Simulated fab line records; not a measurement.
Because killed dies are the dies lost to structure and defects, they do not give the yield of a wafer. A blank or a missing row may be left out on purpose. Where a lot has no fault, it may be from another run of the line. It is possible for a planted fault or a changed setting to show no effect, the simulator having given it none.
Matching of chambers -- flow nandHarc -- NHARC_P_GATE_DESCUM_93 on rieDiel-02: 4 sister chambers
The step chemistry O2, time 3 s. 4 wafers are shown with their chamber, then 7 later ones without.

## WAFERS WITH THEIR CHAMBER
wafer,chamber,rfVppV (V)
L092.4,2,57.6
L092.5,0,58.9
L093.1,1,57.9
L093.5,3,59.9

## WAFERS MISSING THEIR CHAMBER
wafer,rfVppV (V)
L093.6,56.6
L094.2,57.0
L094.3,57.5
L094.5,57.9
L096.1,58.6
L096.3,59.0
L096.5,58.0

## EACH ONE'S CHAMBER
wafer,from the rows above,in truth
L093.6,can't be placed: 2 or 1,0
L094.2,can't be placed: 2 or 1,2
L094.3,can't be placed: 2 or 1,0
L094.5,can't be placed: 1 or 2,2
L096.1,can't be placed: 0 or 1 or 2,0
L096.3,can't be placed: 0 or 3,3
L096.5,can't be placed: 1 or 2 or 0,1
Correct placement for 0 of the 7. Cannot be placed on the basis of these rows: 7; the candidates contain the true chamber in 5. Number placed wrongly: 0.
How it was worked out, from the rows above alone: a wafer's distance from a chamber is the root of the sum, over the readings, of the square of ((its reading less the chamber's mean) divided by the reading's scatter). The wafer belongs to the nearest chamber; if the next one is less than 2 further off, it can't be placed. A chamber's mean is the mean of its shown wafers. The scatter: with one shown wafer a chamber, the root of the mean of the squares of how far each hidden wafer lies from its nearest shown one.
